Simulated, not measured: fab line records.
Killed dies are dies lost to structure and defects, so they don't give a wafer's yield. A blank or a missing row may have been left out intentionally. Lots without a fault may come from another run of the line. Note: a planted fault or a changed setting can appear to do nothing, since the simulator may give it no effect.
Struck lot and sound lot, side by side + flow nand harc + 12 out of 1159 route steps
Sound: these wafers, L570.1, L570.3, L570.4. Struck: wafer L568.3; the same lot's L568.2 was not struck, so it is left out; see the end for the cause.
Each step with rows lists, per side, the tool, then ch with its chambers, then its first start. Under that, the readings that differ: sound wafers + struck wafers + difference of the means + sigmas: that difference in standard deviations of wafers without a fault.
alike: readings with means less than 2 such deviations apart, plus words and numbers identical on both sides. not compared: withheld readings, readings lacking a value on some wafer, bounds such as >300 that could conceal the same value, and numbers that have no deviation in the record and whose values overlap.
Wherever a step has rows on one side only, a row that says differs or no value, or a row with sigmas, the two part there. Numbers that have no deviation but don't overlap get no sigmas and don't part them. Lack of a reading on every wafer of one side parts them only where that side has two or more wafers.

NHARC_A_SLIT_ETCH_29: etches the open film in CF4/O2, target depth 100 nm, overetch 10 nm, time 55 s.
  sound on rie diel-05 ch 0,2,3, day 19 15:04; struck on rie diel-10 ch 0, day 19 15:13
| reading                     | sound       | struck | difference | sigmas |
|-----------------------------|-------------|--------|------------|--------|
| drypump motor current A (A) | 5.6 4.9 6.0 | 6.7    | +1.2       | +3     |
| rf hours counter h (h)      | 7 7 7       | 6      | -1         |        |
  alike: oes product au, rf vpp V, showerhead plenum p Torr, throttle valve pct
NHARC_A_SLIT_STRIP_18: strips in O2.
  sound: rie diel-05 ch 1,2,3; struck: rie diel-10 ch 3
  alike: drypump motor current A, oes product au, rf vpp V, showerhead plenum p Torr, throttle valve pct
  not compared: rf hours counter h
then, 2 steps without rows for these wafers: NHARC_A_SLIT_PRECLEAN_19 (cleans in SC1); NHARC_A_SLIT_SRD_20.
NHARC_A_SLIT_CD_MEAS_21:
  sound on cd sem-03, day 19 15:35; struck on cd sem-03, day 19 15:46
  alike: cd nm
then, 3 steps without rows for these wafers: NHARC_A_SIN_REMOVE_WET_00 (chemistry H3PO4, time 15300 s); NHARC_A_SIN_REMOVE_PRECLEAN_01 (cleans in SC1); NHARC_A_SIN_REMOVE_SRD_02.
NHARC_A_SIN_REMOVE_INSPECT_04:
  sound on defect inspect-02, day 19 23:14; struck on defect inspect-01, day 19 23:14
  alike: raw defect count
NHARC_A_WL_FILL_ALD_00: deposits Al2O3, target thk 3 nm, pulse time 3 s, ald cycles 30.
  sound on ald hk-03 ch 0,2,3, day 19 23:17; struck on ald hk-02 ch 0, day 19 23:21
  alike: heater power w, precursor pulse height rel
  not compared: ald cycles
NHARC_A_WL_FILL_RTA_01: time 5 s.
  sound on rtp anneal-01 ch 0, day 19 23:33; struck on rtp anneal-02 ch 0, day 19 23:35
| reading            | sound             | struck | difference | sigmas |
|--------------------|-------------------|--------|------------|--------|
| lamp power pct (%) | 32.81 32.83 32.79 | 33.07  | +0.26      | +2     |
  alike: wafer_temp_C_max
NHARC_A_WL_FILL_ALD_02: deposits TiN, target thk 2 nm, pulse time 3 s, ald cycles 100.
  sound on ald metal-04 ch 1,2,3, day 19 23:46; struck on ald metal-02 ch 1, day 19 23:46
| reading            | sound         | struck | difference | sigmas |
|--------------------|---------------|--------|------------|--------|
| ald cycles         | 100 100 100   | 65     | -35        |        |
| heater power w (W) | 952 1006 1168 | 1397   | +355       | +2     |
  alike: precursor pulse height rel

== WHERE THEY PART ==
Last at NHARC_A_WL_FILL_ALD_02 as far as this record goes, first at NHARC_A_SLIT_ETCH_29.

WHY: what had been put in by the simulator
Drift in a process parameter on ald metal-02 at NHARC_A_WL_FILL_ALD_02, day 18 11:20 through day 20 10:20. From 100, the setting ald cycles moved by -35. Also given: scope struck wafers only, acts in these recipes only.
